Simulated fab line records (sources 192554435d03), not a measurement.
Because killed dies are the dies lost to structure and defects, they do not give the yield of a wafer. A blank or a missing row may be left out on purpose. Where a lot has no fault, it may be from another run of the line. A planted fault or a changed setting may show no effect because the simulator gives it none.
fab line records + flow n5-finfet
record:
- lots: 10
- wafers: 30
- last-day: 19
route steps=1938 shown BEOL_M13@1692 BEOL_M14@1716
lots that met no fault: taken from a fault-free run of the same line
start-h: start of the lot's first displayed wafer, in hours after the record's first day + wait-h: hours since the lot's step before + " the same as in the row above + L1.1+2: one row covering several wafers at once + - no value, or no start given + * or withheld: withheld + < > ~ a bound
route shown NAME@n: names a module that has steps shown in the file, with the first one's number in the route + usual: the fault-free wafers' mean and standard deviation + same: alike in all rows + chamber/n: place in a boat + sites: each site's reading + _std_site: the standard deviation of these + _edge_site: mean of outer sites minus mean of inner sites + radius-mm: for every site, how far away it sits from the centre of the wafer + mask NAME#n: copy n + behind: tool/chamber where the wafer was last shaped + hold: what put the lot on hold/how long, in hours/how the hold closed + device: names the non-switching transistor (n, p or np) + end of line: tests of these same wafers at the route's end + step lacking rows: just its recipe + killed: the dies lost at the first sort to structure and to defects; this is not the yield of the wafer + map: a wafer's dies, marking killed ones x, the rest . and places with no die _
set.NAME: the setting as run; set.NAME@STEP: as run at that earlier step + model.NAME: the simulator's own value behind a step, which no gauge read
the route's steps for a sample of lots (tables are steps, rows are wafers)
services: the hour from which a tool's chamber was out of use, counted from the record's first day as start-h (under 0 if before that day), plus the number of hours and why
== steps ==
step: N5_BEOL_M13_DESCUM_33
recipe:
- chemistry: O2
- time-s: 7.9
- source-power-w: 50
- bias-power-w: 20
- pressure-mtorr: 20
- rf-frequency-hz: 2.712e+07
- temp-c: 40
- o2-flow-sccm: 225
usual:
- drypump-motor-current-A: 5.9/0.56
- oes-product-au: 0.79/0.073
- rf-fwd-power-W: 49.39/0.25
- rf-vpp-V: 243.1/1.3
- showerhead-plenum-p-Torr: 2.09/0.065
- throttle-valve-pct: 20.59/0.2
| lot.wafer | tool        | chamber | start-h | wait-h | drypump-motor-current-A | oes-product-au | rf-fwd-power-W | rf-hours-counter-h | rf-vpp-V | showerhead-plenum-p-Torr | throttle-valve-pct |
|-----------|-------------|---------|---------|--------|-------------------------|----------------|----------------|--------------------|----------|--------------------------|--------------------|
| L281.2    | rie-diel-01 | 3       | 309.33  | 0.2    | 6.0                     | 0.87           | 49.42          | 45                 | 242.3    | 2.04                     | 20.56              |
| L281.4    | "           | 1       | "       | "      | 6.3                     | 0.73           | 49.82          | 183                | 242.4    | 2.09                     | 20.56              |
| L281.6    | "           | 3       | "       | "      | 6.0                     | 0.87           | 49.45          | -                  | 242.2    | 2.04                     | 20.56              |
| L287.1    | rie-diel-06 | 3       | 343.79  | 0.0    | 5.2                     | 0.77           | 49.37          | 103                | 243.8    | 2.12                     | 20.84              |
| L287.3    | "           | 0       | "       | "      | 6.4                     | 0.90           | 48.89          | 13                 | 243.5    | 2.15                     | 20.52              |
| L287.4    | "           | 2       | "       | "      | 6.4                     | 0.72           | 49.37          | 198                | 241.9    | 1.99                     | 20.54              |
| L289.1    | rie-diel-03 | 0       | 344.67  | 0.0    | 5.6                     | 0.68           | 49.83          | 239                | 242.6    | 2.07                     | 20.77              |
| L289.5    | "           | 0       | "       | "      | 5.5                     | 0.69           | 49.85          | -                  | 243.0    | 2.07                     | 20.79              |
| L289.6    | "           | 3       | "       | "      | 5.4                     | 0.84           | 49.24          | -                  | 243.1    | 2.12                     | 20.55              |
| L290.3    | rie-diel-01 | 3       | 353.58  | 0.3    | 6.0                     | 0.86           | 49.41          | 58                 | 242.8    | 2.04                     | 20.56              |
| L290.5    | "           | 1       | "       | "      | 6.3                     | 0.72           | 49.68          | -                  | 243.0    | 2.09                     | 20.59              |
| L290.6    | "           | 0       | "       | "      | 6.7                     | 0.76           | 49.35          | -                  | 242.0    | 2.01                     | 20.88              |
| L295.2    | rie-diel-06 | 3       | 389.35  | 0.1    | 5.2                     | 0.76           | 48.95          | 118                | 244.7    | 2.11                     | 20.84              |
| L295.4    | "           | 2       | "       | "      | 6.4                     | 0.72           | 49.33          | 212                | 241.6    | 1.98                     | 20.58              |
| L295.5    | "           | 2       | "       | "      | 6.4                     | 0.72           | 49.35          | -                  | 242.2    | 1.98                     | 20.56              |
| L296.2    | rie-diel-03 | 3       | 395.23  | 0.0    | 5.4                     | 0.81           | 49.17          | 100                | 243.8    | 2.11                     | 20.58              |
| L296.4    | "           | 2       | "       | "      | 5.0                     | 0.71           | 49.21          | -                  | 244.3    | 2.16                     | 20.52              |
| L296.5    | "           | 1       | "       | "      | 6.1                     | 0.70           | 49.71          | -                  | 242.3    | 1.99                     | 20.17              |
| L297.1    | rie-diel-06 | 0       | 401.88  | 0.0    | 6.4                     | 0.87           | 49.07          | 32                 | 244.2    | 2.14                     | 20.57              |
| L297.3    | "           | 2       | "       | "      | 6.4                     | 0.71           | 49.46          | 216                | 241.0    | 1.98                     | 20.58              |
| L297.4    | "           | 3       | "       | "      | 5.2                     | 0.75           | 49.09          | 121                | 241.9    | 2.11                     | 20.85              |
| L303.1    | rie-diel-06 | 0       | 428.35  | 0.0    | 6.4                     | 0.87           | 49.03          | 40                 | 243.8    | 2.14                     | 20.58              |
| L303.2    | "           | 1       | "       | "      | 5.2                     | 0.86           | 49.50          | 56                 | 244.6    | 2.13                     | 20.34              |
| L303.6    | "           | 0       | "       | "      | 6.4                     | 0.87           | 49.28          | -                  | 244.1    | 2.14                     | 20.56              |
| L302.1    | rie-diel-03 | 0       | 429.60  | 0.5    | 5.5                     | 0.94           | 49.73          | 7                  | 243.9    | 2.06                     | 20.42              |
| L302.3    | "           | 3       | "       | "      | 5.4                     | 0.80           | 49.25          | 110                | 243.0    | 2.11                     | 20.59              |
| L302.6    | "           | 0       | "       | "      | 5.6                     | 0.96           | 49.68          | -                  | 242.8    | 2.06                     | 20.42              |
| L285.1    | rie-diel-01 | 0       | 429.62  | 0.4    | 6.6                     | 0.73           | 49.36          | 168                | 242.5    | 2.01                     | 20.91              |
| L285.2    | "           | 1       | "       | "      | 6.3                     | 0.69           | 49.56          | 219                | 244.0    | 2.08                     | 20.61              |
| L285.6    | "           | 0       | "       | "      | 6.6                     | 0.74           | 49.30          | -                  | 240.0    | 2.01                     | 20.92              |
step: N5_BEOL_M13_DEP_53
recipe:
- material: SiCN
- target-thk-a: 500
- temp-c: withheld
- precursor: 3MS/NH3
- pressure-torr: 3
- rf-w: 675
- time-s: 17.8
usual:
- rf-fwd-power-W: 667/3.3
- showerhead-plenum-p-Torr: 4.155/0.023
- throttle-valve-pct: 17.9/0.55
| lot.wafer | tool     | chamber | start-h | wait-h | rf-fwd-power-W | showerhead-plenum-p-Torr | throttle-valve-pct |
|-----------|----------|---------|---------|--------|----------------|--------------------------|--------------------|
| L281.2    | pecvd-03 | 1       | 312.34  | 0.0    | 668            | 4.174                    | 17.9               |
| L281.4    | "        | 0       | "       | "      | 674            | 4.189                    | 18.0               |
| L281.6    | "        | 1       | "       | "      | 666            | 4.194                    | 17.8               |
| L287.1    | pecvd-04 | 2       | 348.58  | 0.0    | 669            | 4.155                    | 18.0               |
| L287.3    | "        | 0       | "       | "      | 669            | 4.157                    | 18.1               |
| L287.4    | "        | 1       | "       | "      | 668            | 4.169                    | 18.3               |
| L289.1    | pecvd-02 | 2       | 348.98  | 0.0    | 669            | 4.164                    | 18.0               |
| L289.5    | "        | 1       | "       | "      | 659            | 4.110                    | 17.9               |
| L289.6    | "        | 2       | "       | "      | 668            | 4.167                    | 17.9               |
| L290.3    | pecvd-03 | 2       | 358.95  | 0.0    | 666            | 4.136                    | 17.2               |
| L290.5    | "        | 1       | "       | "      | 670            | 4.187                    | 17.8               |
| L290.6    | "        | 2       | "       | "      | 667            | 4.143                    | 16.8               |
| L295.2    | pecvd-04 | 1       | 395.74  | 0.0    | 666            | 4.151                    | 18.2               |
| L295.4    | "        | 1       | "       | "      | 664            | 4.173                    | 18.5               |
| L295.5    | "        | 0       | "       | "      | 670            | 4.159                    | 18.2               |
| L296.2    | pecvd-03 | 1       | 398.65  | 0.0    | 668            | 4.179                    | 17.5               |
| L296.4    | "        | 1       | "       | "      | 667            | 4.198                    | 17.9               |
| L296.5    | "        | 2       | "       | "      | 667            | 4.152                    | 16.8               |
| L297.1    | pecvd-03 | 2       | 404.14  | 0.0    | 663            | 4.149                    | 17.2               |
| L297.3    | "        | 1       | "       | "      | 667            | 4.188                    | 17.8               |
| L297.4    | "        | 2       | "       | "      | 666            | 4.144                    | 17.0               |
| L303.1    | pecvd-02 | 1       | 431.20  | 0.0    | 660            | 4.118                    | 16.6               |
| L303.2    | "        | 2       | "       | "      | 668            | 4.168                    | 18.0               |
| L303.6    | "        | 1       | "       | "      | 660            | 4.112                    | 16.3               |
| L302.1    | pecvd-03 | 0       | 433.86  | 0.0    | 670            | 4.183                    | 18.2               |
| L302.3    | "        | 1       | "       | "      | 671            | 4.186                    | 18.1               |
| L302.6    | "        | 1       | "       | "      | 675            | 4.192                    | 17.8               |
| L285.1    | pecvd-02 | 1       | 435.98  | 0.0    | 663            | 4.121                    | 16.1               |
| L285.2    | "        | 0       | "       | "      | 668            | 4.132                    | 18.4               |
| L285.6    | "        | 2       | "       | "      | 670            | 4.166                    | 17.9               |
step: N5_BEOL_M14_ILD_DEP_00
recipe:
- material: SiO2
- target-thk-a: 11193
- temp-c: 400
- precursor: TEOS/O2
- pressure-torr: 6.5
- rf-w: 900
- teos-flow-sccm: 161.4
- gas: O2
- flow-sccm: 2650
- time-s: 237.4
usual:
- heater-power-w: 591/110
- rf-fwd-power-W: 897/3
- run-length-s: 280.1/0.5
- showerhead-plenum-p-Torr: 8.34/0.041
- throttle-valve-pct: 18.3/0.77
| lot.wafer | tool     | chamber | start-h | wait-h | heater-power-w | rf-fwd-power-W | run-length-s | showerhead-plenum-p-Torr | throttle-valve-pct |
|-----------|----------|---------|---------|--------|----------------|----------------|--------------|--------------------------|--------------------|
| L281.2    | pecvd-01 | 2       | 312.47  | 0.0    | 501            | 899            | 280.2        | 8.32                     | 17.8               |
| L281.4    | "        | 1       | "       | "      | 599            | 904            | 279.7        | 8.31                     | 19.5               |
| L281.6    | "        | 2       | "       | "      | 625            | 900            | 280.4        | 8.29                     | 17.7               |
| L287.1    | pecvd-03 | 0       | 348.71  | 0.0    | 497            | 902            | 279.6        | 8.39                     | 18.9               |
| L287.3    | "        | 1       | "       | "      | 527            | 898            | 279.9        | 8.39                     | 18.3               |
| L287.4    | "        | 2       | "       | "      | 680            | 895            | 280.2        | 8.30                     | 17.3               |
| L289.1    | pecvd-03 | 0       | 349.11  | 0.0    | 421            | 898            | 279.5        | 8.37                     | 18.8               |
| L289.5    | "        | 2       | "       | "      | 596            | 900            | 280.0        | 8.31                     | 17.3               |
| L289.6    | "        | 0       | "       | "      | 478            | 893            | 280.7        | 8.37                     | 18.5               |
| L290.3    | pecvd-01 | 2       | 359.08  | 0.0    | 528            | 893            | 280.3        | 8.28                     | 18.0               |
| L290.5    | "        | 1       | "       | "      | 694            | 894            | 279.8        | 8.32                     | 18.8               |
| L290.6    | "        | 2       | "       | "      | 590            | 894            | 280.4        | 8.29                     | 17.8               |
| L295.2    | pecvd-01 | 0       | 395.87  | 0.0    | 504            | 899            | 278.8        | 8.36                     | 16.8               |
| L295.4    | "        | 2       | "       | "      | 502            | 897            | 486.7        | 8.28                     | 18.0               |
| L295.5    | "        | 0       | "       | "      | 564            | 898            | 279.1        | 8.34                     | 17.1               |
| L296.2    | pecvd-02 | 2       | 398.78  | 0.0    | 815            | 898            | 280.4        | 8.36                     | 18.3               |
| L296.4    | "        | 0       | "       | "      | 462            | 897            | 281.1        | 8.30                     | 18.9               |
| L296.5    | "        | 0       | "       | "      | 537            | 895            | 281.0        | 8.30                     | 19.2               |
| L297.1    | pecvd-01 | 1       | 404.27  | 0.0    | 710            | 900            | 279.3        | 8.31                     | 19.4               |
| L297.3    | "        | 2       | "       | "      | 537            | 891            | 280.5        | 8.30                     | 17.9               |
| L297.4    | "        | 0       | "       | "      | 567            | 894            | 484.5        | 8.35                     | 16.8               |
| L303.1    | pecvd-02 | 0       | 431.33  | 0.0    | 488            | 897            | 280.6        | 8.32                     | 19.0               |
| L303.2    | "        | 2       | "       | "      | 733            | 898            | 280.2        | 8.34                     | 18.9               |
| L303.6    | "        | 1       | "       | "      | 606            | 894            | 280.0        | 8.28                     | 16.8               |
| L302.1    | pecvd-02 | 2       | 433.98  | 0.0    | 675            | 900            | 279.8        | 8.34                     | 18.3               |
| L302.3    | "        | 0       | "       | "      | 506            | 895            | 280.5        | 8.31                     | 19.1               |
| L302.6    | "        | 2       | "       | "      | 784            | 904            | 279.6        | 8.37                     | 18.6               |
| L285.1    | pecvd-03 | 1       | 436.11  | 0.0    | 495            | 901            | 280.1        | 8.41                     | 18.5               |
| L285.2    | "        | 0       | "       | "      | 467            | 903            | 279.5        | 8.39                     | 19.1               |
| L285.6    | "        | 1       | "       | "      | 540            | 900            | 280.1        | 8.38                     | 18.5               |
step: N5_BEOL_M14_THK_MEAS_01
recipe:
- reads: SiO2_of_BEOL_M14_ILD_DEP_00
usual:
- M14_ILD_THK: 1110/15
| lot.wafer | tool          | chamber | start-h | wait-h | M14_ILD_THK[nm] |
|-----------|---------------|---------|---------|--------|-----------------|
| L281.2    | film-metro-01 | -       | 312.74  | 0.2    | 1083            |
| L281.4    | "             | -       | "       | "      | 1095            |
| L281.6    | "             | -       | "       | "      | 1111            |
| L287.1    | film-metro-01 | -       | 348.90  | 0.1    | 1097            |
| L287.3    | "             | -       | "       | "      | 1098            |
| L287.4    | "             | -       | "       | "      | 1132            |
| L289.1    | film-metro-02 | -       | 349.30  | 0.1    | 1107            |
| L289.5    | "             | -       | "       | "      | 1131            |
| L289.6    | "             | -       | "       | "      | 1127            |
| L290.3    | film-metro-01 | -       | 359.28  | 0.1    | 1117            |
| L290.5    | "             | -       | "       | "      | 1117            |
| L290.6    | "             | -       | "       | "      | 1128            |
| L295.2    | film-metro-01 | -       | 396.06  | 0.1    | 1111            |
| L295.4    | "             | -       | "       | "      | 2091            |
| L295.5    | "             | -       | "       | "      | 1125            |
| L296.2    | film-metro-01 | -       | 399.05  | 0.2    | 1099            |
| L296.4    | "             | -       | "       | "      | 1094            |
| L296.5    | "             | -       | "       | "      | 1111            |
| L297.1    | film-metro-02 | -       | 404.46  | 0.1    | 1100            |
| L297.3    | "             | -       | "       | "      | 1119            |
| L297.4    | "             | -       | "       | "      | 2097            |
| L303.1    | film-metro-02 | -       | 431.52  | 0.1    | 1098            |
| L303.2    | "             | -       | "       | "      | 1103            |
| L303.6    | "             | -       | "       | "      | 1124            |
| L302.1    | film-metro-01 | -       | 434.17  | 0.1    | 1114            |
| L302.3    | "             | -       | "       | "      | 1117            |
| L302.6    | "             | -       | "       | "      | 1136            |
| L285.1    | film-metro-01 | -       | 436.30  | 0.1    | 1081            |
| L285.2    | "             | -       | "       | "      | 1091            |
| L285.6    | "             | -       | "       | "      | 1105            |
step: N5_BEOL_M14_CD_MEAS_10
recipe:
- target-cd-nm: 250
- landing-energy-ev: 500
- detector: se-inlens
- polarity: opening
usual:
- cd-nm: 249.8/1.2
| lot.wafer | tool      | chamber | start-h | wait-h | cd-nm |
|-----------|-----------|---------|---------|--------|-------|
| L281.2    | cd-sem-01 | 0       | 313.05  | -      | 250.0 |
| L281.4    | "         | 0       | "       | "      | 250.2 |
| L281.6    | "         | 0       | "       | "      | 249.9 |
| L287.1    | cd-sem-01 | 0       | 349.21  | -      | 249.3 |
| L287.3    | "         | 0       | "       | "      | 249.8 |
| L287.4    | "         | 0       | "       | "      | 251.1 |
| L289.1    | cd-sem-01 | 0       | 349.73  | -      | 251.3 |
| L289.5    | "         | 0       | "       | "      | 251.0 |
| L289.6    | "         | 0       | "       | "      | 249.7 |
| L290.3    | cd-sem-03 | 0       | 359.59  | -      | 249.6 |
| L290.5    | "         | 0       | "       | "      | 251.0 |
| L290.6    | "         | 0       | "       | "      | 250.9 |
| L295.2    | cd-sem-02 | 0       | 396.37  | -      | 247.9 |
| L295.4    | "         | 0       | "       | "      | 247.7 |
| L295.5    | "         | 0       | "       | "      | 248.4 |
| L296.2    | cd-sem-02 | 0       | 399.35  | -      | 249.4 |
| L296.4    | "         | 0       | "       | "      | 248.2 |
| L296.5    | "         | 0       | "       | "      | 248.2 |
| L297.1    | cd-sem-03 | 0       | 404.77  | -      | 250.5 |
| L297.3    | "         | 0       | "       | "      | 250.8 |
| L297.4    | "         | 0       | "       | "      | 250.5 |
| L303.1    | cd-sem-03 | 0       | 431.95  | -      | 250.2 |
| L303.2    | "         | 0       | "       | "      | 251.1 |
| L303.6    | "         | 0       | "       | "      | 249.8 |
| L302.1    | cd-sem-01 | 0       | 434.61  | -      | 249.8 |
| L302.3    | "         | 0       | "       | "      | 250.9 |
| L302.6    | "         | 0       | "       | "      | 248.3 |
| L285.1    | cd-sem-03 | 0       | 436.60  | -      | 253.1 |
| L285.2    | "         | 0       | "       | "      | 252.2 |
| L285.6    | "         | 0       | "       | "      | 252.8 |
step: N5_BEOL_M14_CD_MEAS_17
recipe:
- target-cd-nm: 250
- polarity: opening
usual:
- cd-nm: 250.4/1.4
| lot.wafer | tool      | chamber | start-h | wait-h | cd-nm |
|-----------|-----------|---------|---------|--------|-------|
| L281.2    | cd-sem-02 | -       | 313.57  | 0.0    | 250.6 |
| L281.4    | "         | -       | "       | "      | 250.4 |
| L281.6    | "         | -       | "       | "      | 250.6 |
| L287.1    | cd-sem-02 | -       | 349.73  | 0.0    | 249.5 |
| L287.3    | "         | -       | "       | "      | 250.2 |
| L287.4    | "         | -       | "       | "      | 251.6 |
| L289.1    | cd-sem-01 | -       | 350.63  | 0.0    | 251.8 |
| L289.5    | "         | -       | "       | "      | 251.7 |
| L289.6    | "         | -       | "       | "      | 250.4 |
| L290.3    | cd-sem-01 | -       | 360.60  | 0.0    | 249.7 |
| L290.5    | "         | -       | "       | "      | 252.1 |
| L290.6    | "         | -       | "       | "      | 251.4 |
| L295.2    | cd-sem-02 | -       | 396.89  | 0.0    | 248.6 |
| L295.4    | "         | -       | "       | "      | 256.9 |
| L295.5    | "         | -       | "       | "      | 249.3 |
| L296.2    | cd-sem-02 | -       | 399.88  | 0.0    | 250.0 |
| L296.4    | "         | -       | "       | "      | 248.5 |
| L296.5    | "         | -       | "       | "      | 248.5 |
| L297.1    | cd-sem-01 | -       | 405.29  | 0.0    | 251.1 |
| L297.3    | "         | -       | "       | "      | 251.5 |
| L297.4    | "         | -       | "       | "      | 260.5 |
| L303.1    | cd-sem-01 | -       | 432.48  | 0.0    | 251.3 |
| L303.2    | "         | -       | "       | "      | 253.1 |
| L303.6    | "         | -       | "       | "      | 251.0 |
| L302.1    | cd-sem-03 | -       | 435.13  | 0.0    | 250.5 |
| L302.3    | "         | -       | "       | "      | 251.8 |
| L302.6    | "         | -       | "       | "      | 249.2 |
| L285.1    | cd-sem-03 | -       | 437.13  | 0.0    | 252.6 |
| L285.2    | "         | -       | "       | "      | 252.5 |
| L285.6    | "         | -       | "       | "      | 252.7 |
== services ==
| tool        | chamber | start-h | hours | kind                          |
|-------------|---------|---------|-------|-------------------------------|
| rie-diel-06 | 0       | 289.47  | -     | clean                         |
| rie-diel-06 | 0       | 289.47  | -     | consumable-replace:focus-ring |
| rie-diel-06 | 0       | 289.47  | 12.7  | scheduled-down                |
| rie-diel-06 | 0       | 289.47  | 12.7  | vent-cycle                    |
| rie-diel-03 | -       | 293.56  | 16.0  | repair                        |
| pecvd-01    | 0       | 309.09  | -     | clean                         |
| pecvd-01    | 0       | 309.09  | 29.5  | scheduled-down                |
| pecvd-01    | 0       | 309.09  | 29.5  | vent-cycle                    |
| pecvd-02    | 2       | 321.90  | 2.1   | scheduled-down                |
| pecvd-01    | 0       | 338.59  | 5.5   | scheduled-down                |
| pecvd-01    | 2       | 361.61  | 2.1   | scheduled-down                |
| pecvd-02    | -       | 364.95  | 0.5   | repair                        |
| pecvd-02    | 2       | 373.92  | 5.9   | repair                        |
| pecvd-01    | -       | 377.70  | 0.5   | repair                        |
| pecvd-02    | 1       | 383.66  | -     | clean                         |
| pecvd-02    | 1       | 383.66  | -     | consumable-replace:showerhead |
| pecvd-02    | 1       | 383.66  | 29.0  | scheduled-down                |
| pecvd-02    | 1       | 383.66  | 29.0  | vent-cycle                    |
| rie-diel-03 | 0       | 385.10  | -     | clean                         |
| rie-diel-03 | 0       | 385.10  | -     | consumable-replace:focus-ring |
| rie-diel-03 | 0       | 385.10  | 14.8  | scheduled-down                |
| rie-diel-03 | -       | 403.77  | 0.4   | repair                        |
| pecvd-01    | 0       | 410.85  | 2.1   | scheduled-down                |
| rie-diel-06 | 1       | 422.60  | 4.8   | repair                        |
== key ==
first-sign:
- step: N5_BEOL_M14_ILD_DEP_00
- reading: run-length-s
- direction: up
- sigmas: 99+
- usual: *
- struck: *
effect:
- step: N5_BEOL_M14_THK_MEAS_01
- reading: M14_ILD_THK
- direction: up
- sigmas: 66
- usual: 1110
- struck: 2094
effect:
- step: N5_BEOL_M14_CD_MEAS_17
- reading: cd-nm
- direction: up
- sigmas: 6
- usual: 250.4
- struck: 258.7
met-at N5_BEOL_M14_ILD_DEP_00
struck-lots L295,L297
struck-wafers L295.4,L297.4
not-acting-at N5_BEOL_M13_DESCUM_33,N5_BEOL_M13_DEP_53,N5_BEOL_M14_CD_MEAS_10
onset-between 359.08 395.87
fault:
- kind: process-parameter-drift
- tool: pecvd-01
- chamber: -
- onset-h: 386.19
- steps: N5_BEOL_M14_ILD_DEP_00
- channel: time-s
- offset: *
- shape: step
- end-h: 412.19
- scope: struck-wafers-only
- acts-in: *
- stated: *
